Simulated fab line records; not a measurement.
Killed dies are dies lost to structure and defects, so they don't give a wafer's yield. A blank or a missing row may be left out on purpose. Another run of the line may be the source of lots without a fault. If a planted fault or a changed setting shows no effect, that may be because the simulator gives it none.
Struck lot and sound lot, side by side    flow nand_harc    13 out of 1159 route steps
Sound: wafers L841.1, L841.4, L841.6. Wafers L849.2, L849.3, L849.6 were the ones struck. The cause is named last.
Per side, at each step with rows, come the tool, then ch with its chambers, and then its first start. Under that, the readings that differ: sound wafers    struck wafers    difference of the means    sigmas: that difference in standard deviations of wafers without a fault.
alike: readings whose means differ by less than 2 such deviations, and words and numbers that are the same on both sides. not compared: withheld readings, readings that some wafer has no value for, bounds like >300 that may hide the same value, and numbers for which the record gives no deviation and whose values overlap.
A row with sigmas, a row that says differs or no value, or rows on one side alone: a step with any of these is where the two part. Numbers that don't overlap but have no deviation are shown without sigmas and don't part them. Lack of a reading on every wafer of one side parts them only where that side has two or more wafers.

first, 1 step without rows for these wafers: NHARC_A_M0_SRD_25.
NHARC_A_M0_INSPECT_27:
  sound on defect_inspect-01 at day 23 02:08; struck on defect_inspect-01 at day 23 20:02
  alike: raw_defect_count
NHARC_A_M0_PRE_CLEAN_31: time 12 s.
  sound on pecvd-04 ch 1,2, day 23 02:14; struck on pecvd-01 ch 1,2, day 23 20:07
  alike: heater_power_w
NHARC_A_M0_DEP_32: deposits SiCN, target thk 30 nm.
  sound on pecvd-04 ch 1,2, day 23 02:20; struck on pecvd-01 ch 1,2, day 23 20:11
  alike: heater_power_w
then, 7 steps without rows for these wafers: NHARC_A_M1_DEP_00 (deposits SiOC, target thk 182.5 nm); NHARC_A_M1_DEHYDRATE_01 (time 120 s); NHARC_A_M1_HMDS_02 (time 30 s); NHARC_A_M1_COAT_34 (time 65 s); NHARC_A_M1_COAT_03 (resist thk 90 nm); NHARC_A_M1_SOFTBAKE_04 (time 55 s); NHARC_A_M1_EBR_05.
NHARC_A_M1_EXPOSE_06: exposes mask A M1, target cd 120 nm.
  struck on arfi_scanner-01, day 23 21:33; sound on arfi_scanner-02 ch 0, day 23 03:34
  no value came back on the struck wafers for exposure_dose_mJ_cm2, focus_offset_nm (nm); on the sound wafers exposure_dose_mJ_cm2 reads 75.06 75.20 75.19
  alike: mask
then, 1 step without rows for these wafers: NHARC_A_M1_PEB_07 (peb time 65 s).

## WHERE THEY PART
NHARC_A_M1_EXPOSE_06 only, going by this record.

WHY: what the simulator had put in
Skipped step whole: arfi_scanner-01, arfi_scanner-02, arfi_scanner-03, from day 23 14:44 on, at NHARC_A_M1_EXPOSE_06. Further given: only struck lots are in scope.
